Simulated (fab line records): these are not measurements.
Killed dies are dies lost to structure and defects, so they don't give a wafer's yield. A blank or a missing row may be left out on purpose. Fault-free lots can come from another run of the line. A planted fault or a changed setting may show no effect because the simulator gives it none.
Which tool did it? + flow n5 finfet + 10 lots (28 wafers sampled), 1 step of a 1938-step route

WHAT THE GAUGES READ, wafer by wafer
N5_BEOL_M4_RC_MEAS_101. Usual: DIBL_N 36.3 mV/V, standard deviation 2.2; DIBL_P 36.0 mV/V, standard deviation 2.4; IOFF_N 0.16 nA/um, standard deviation 0.042; IOFF_P 0.22 nA/um, standard deviation 0.041; ION_N 672 uA/um, standard deviation 14; ION_P 462 uA/um, standard deviation 7.9; SS_N 71.7 mV/dec, standard deviation 0.76; SS_P 73.3 mV/dec, standard deviation 0.72; VT_N 250 mV, standard deviation 3.6; VT_P -249 mV, standard deviation 3.
| lot  | measured     | on        | DIBL_N (mV/V)  | DIBL_P (mV/V)  | IOFF_N (nA/um) | IOFF_P (nA/um) | ION_N (uA/um) | ION_P (uA/um) | SS_N (mV/dec)  | SS_P (mV/dec)  | VT_N (mV)   | VT_P (mV)      | flag |
|------|--------------|-----------|----------------|----------------|----------------|----------------|---------------|---------------|----------------|----------------|-------------|----------------|------|
| L955 | day 7 23:23  | prober-02 | 37.2 36.3      | 38.0 36.5      | 0.19 0.16      | 0.24 0.21      | 680 661       | 463 459       | 72.1 71.8      | 74.9 73.9      | 245 253     | -252 -251      |      |
| L960 | day 9 02:52  | prober-02 | 40.6 41.0 41.2 | 39.6 40.1 40.5 | 0.24 0.25 0.27 | 0.30 0.30 0.32 | 690 691 704   | 475 469 477   | 71.8 72.7 72.2 | 74.6 74.5 74.6 | 244 241 241 | -245 -244 -246 |      |
| L961 | day 9 13:12  | prober-01 | 32.6 35.4 35.2 | 30.9 35.6 34.7 | 0.10 0.16 0.14 | 0.14 0.20 0.18 | 651 671 661   | 450 460 454   | 71.1 71.6 72.3 | 71.5 72.7 72.0 | 256 248 248 | -253 -250 -250 |      |
| L962 | day 9 17:12  | prober-02 | 35.0 35.1 37.3 | 34.9 34.7 37.2 | 0.15 0.15 0.20 | 0.21 0.21 0.27 | 661 672 673   | 459 462 466   | 71.3 70.9 71.7 | 72.7 73.5 74.0 | 253 251 247 | -249 -250 -247 |      |
| L963 | day 9 18:18  | prober-01 | 34.6 36.1 37.9 | 33.0 34.1 36.8 | 0.11 0.13 0.17 | 0.17 0.19 0.24 | 662 663 689   | 458 458 470   | 70.9 71.0 72.2 | 72.2 72.6 72.9 | 253 253 250 | -253 -250 -246 |      |
| L967 | day 11 03:26 | prober-02 | 40.4 36.1 36.4 | 38.4 35.9 36.5 | 0.35 0.17 0.17 | 0.28 0.22 0.23 | 682 662 650   | 459 457 448   | 75.0 71.7 72.5 | 73.8 73.2 73.4 | 244 249 250 | -248 -250 -252 |      |
| L972 | day 12 05:41 | prober-01 | 35.7 37.2      | 35.3 37.2      | 0.14 0.17      | 0.18 0.20      | 650 662       | 445 460       | 71.6 72.2      | 72.7 73.2      | 253 250     | -252 -251      |      |
| L971 | day 12 21:29 | prober-01 | 38.7 36.1 37.1 | 37.8 35.1 34.7 | 0.20 0.13 0.14 | 0.27 0.21 0.22 | 682 671 649   | 466 471 452   | 72.4 70.9 72.4 | 74.4 72.9 73.1 | 246 253 254 | -247 -249 -250 |      |
| L974 | day 14 01:11 | prober-01 | 37.3 38.0 33.8 | 39.3 39.8 34.4 | 0.20 0.21 0.12 | 0.30 0.31 0.19 | 689 692 661   | 482 476 460   | 70.9 72.5 70.5 | 74.7 74.0 72.2 | 244 245 252 | -241 -244 -249 |      |
| L977 | day 14 04:40 | prober-01 | 39.2 38.6 38.5 | 37.0 38.2 37.3 | 0.23 0.20 0.20 | 0.21 0.22 0.21 | 668 685 688   | 447 460 454   | 74.3 72.2 72.5 | 73.7 73.6 73.6 | 251 249 250 | -253 -251 -250 |      |

TOOL THAT RAN EACH LOT (tool first, then ch and the chambers of the sampled wafers, then the start)
The record shows no process step preceding these readings.

AS READ BY THE TOOLS THEMSELVES (means over the sampled wafers that have a number; for cases with no such wafer, the mark the record gives instead)
The record holds no such reading with a usual standard deviation.

THE ANSWER, worked out from the rows above alone
Rule: a lot is off if the mean of its wafers that have a number lies more than 3 standard deviations from the usual mean. Also off: a lot with no number at a reading for which 4 or more lots have one. Any other lot the step has rows for is counted as sound. Order of review: gauges by route order, followed by the tools' own readings, for which a lot's mean as printed above is used. At the first step where some lot is off, the reading lying furthest off is the one used; lots without a number count as furthest.
No lot is off on any of the readings shown, so nothing can be concluded from this.

WHAT THE SIMULATOR PUT IN
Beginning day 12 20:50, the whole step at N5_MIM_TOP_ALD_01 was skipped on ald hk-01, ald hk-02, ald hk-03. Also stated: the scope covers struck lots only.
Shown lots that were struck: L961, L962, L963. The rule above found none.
